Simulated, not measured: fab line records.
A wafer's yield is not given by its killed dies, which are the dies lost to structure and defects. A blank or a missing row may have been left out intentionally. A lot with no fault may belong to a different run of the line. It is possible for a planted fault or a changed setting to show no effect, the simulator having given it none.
What tool caused it?    flow n5-finfet    12 lots (36 wafers sampled), 1 step of a 1938-step route

WHAT THE GAUGES SHOWED, per wafer
N5_SDB_INSPECT_13: inspects for defects (brightfield).
lot   measured     on                 raw-defect-count
L075  day 4 08:27  defect-inspect-01  69 44 59
L077  day 4 14:31  defect-inspect-02  81 72 51
L079  day 5 02:57  defect-inspect-01  64 48 53
L081  day 5 13:40  defect-inspect-01  49 78 106
L083  day 6 00:46  defect-inspect-02  73 37 49
L085  day 6 11:35  defect-inspect-02  77 74 46
L087  day 7 00:37  defect-inspect-01  98 62 62
L089  day 7 10:42  defect-inspect-02  49 90 48
L091  day 7 23:16  defect-inspect-02  51 78 78
L093  day 8 13:34  defect-inspect-01  65 42 50
L095  day 9 00:37  defect-inspect-02  45 71 31
L097  day 9 13:44  defect-inspect-02  41 72 83

WHICH TOOL RAN EACH LOT (tool, then ch and the chambers of the sampled wafers, then the start)
Record: no process step prior to these readings.

THE ANSWER, worked out from the rows above alone
Rule: the lots themselves supply what counts as usual. Put in order of their means at a reading, lots are off if they are a third of the lots or fewer, leave a main group of 4 or more, and stand apart from it by a gap of 3 or more times the standard deviation of the main group's means; of several such gaps the widest counts. A main group whose means are all the same, to the digits that the tables above print for the reading, isn't used. A lot without any number at a reading at which 4 lots or more have one is off too. Where the step has rows for the other lots, those lots are counted as sound.
None of the lots is off at any reading shown; this tells nothing.

WHAT THE SIMULATOR HAD INSERTED
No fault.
